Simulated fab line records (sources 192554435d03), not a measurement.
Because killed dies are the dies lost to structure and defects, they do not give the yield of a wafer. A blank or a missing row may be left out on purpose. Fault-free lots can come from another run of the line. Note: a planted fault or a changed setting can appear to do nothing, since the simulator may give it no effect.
Chamber matching :: flow n5 finfet :: N5_BEOL_M0_ALD_136 on ald metal-01 has 4 sister chambers
The step deposits TaN, pulse time 2 s, purge time 3 s, co reactant purge time 2 s. 8 wafers are shown with their chamber, then 9 later ones without.

== WAFERS WITH THEIR CHAMBER ==
wafer: L078.1
chamber: 2
heater power w (W): 363
precursor vessel pressure torr (Torr): 26.21

wafer: L087.1
chamber: 0
heater power w (W): 421
precursor vessel pressure torr (Torr): 26.36

wafer: L089.1
chamber: 0
heater power w (W): 419
precursor vessel pressure torr (Torr): 26.28

wafer: L089.2
chamber: 3
heater power w (W): 483
precursor vessel pressure torr (Torr): 26.30

wafer: L089.4
chamber: 1
heater power w (W): 466
precursor vessel pressure torr (Torr): 26.24

wafer: L090.1
chamber: 2
heater power w (W): 363
precursor vessel pressure torr (Torr): 26.19

wafer: L090.2
chamber: 1
heater power w (W): 488
precursor vessel pressure torr (Torr): 26.25

wafer: L090.3
chamber: 3
heater power w (W): 467
precursor vessel pressure torr (Torr): 26.27

== WAFERS MISSING THEIR CHAMBER ==
wafer: L093.1
heater power w (W): 471
precursor vessel pressure torr (Torr): 26.37

wafer: L093.4
heater power w (W): 417
precursor vessel pressure torr (Torr): 26.36

wafer: L093.6
heater power w (W): 478
precursor vessel pressure torr (Torr): 26.31

wafer: L095.1
heater power w (W): 470
precursor vessel pressure torr (Torr): 26.28

wafer: L095.2
heater power w (W): 366
precursor vessel pressure torr (Torr): 26.29

wafer: L095.3
heater power w (W): 425
precursor vessel pressure torr (Torr): 26.35

wafer: L096.1
heater power w (W): 423
precursor vessel pressure torr (Torr): 26.24

wafer: L096.3
heater power w (W): 473
precursor vessel pressure torr (Torr): 26.26

wafer: L096.4
heater power w (W): 367
precursor vessel pressure torr (Torr): 26.17

== WHICH CHAMBER EACH ONE RAN IN ==
wafer: L093.1
from the rows above: can't be placed: 3 or 1
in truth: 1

wafer: L093.4
from the rows above: 0
in truth: 0

wafer: L093.6
from the rows above: can't be placed: 3 or 1
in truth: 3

wafer: L095.1
from the rows above: can't be placed: 3 or 1
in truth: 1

wafer: L095.2
from the rows above: 2
in truth: 2

wafer: L095.3
from the rows above: 0
in truth: 0

wafer: L096.1
from the rows above: 0
in truth: 0

wafer: L096.3
from the rows above: can't be placed: 1 or 3
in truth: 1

wafer: L096.4
from the rows above: 2
in truth: 2
Placed correctly: 5 of 9. Can't be placed from these rows: 4 (the true chamber is among the candidates in 4). Number placed wrongly: 0.
How it was worked out, from the rows above alone: a wafer's distance from a chamber is the root of the sum, over the readings, of the square of ((its reading less the chamber's mean) divided by the reading's scatter). The wafer belongs to the nearest chamber; if the next one is less than 2 further off, it can't be placed. For every chamber, the mean is computed from those of its wafers that are shown. The scatter: the root of (the sum of the squares of (reading less its chamber's mean) over the shown wafers, divided by (wafers less chambers)).
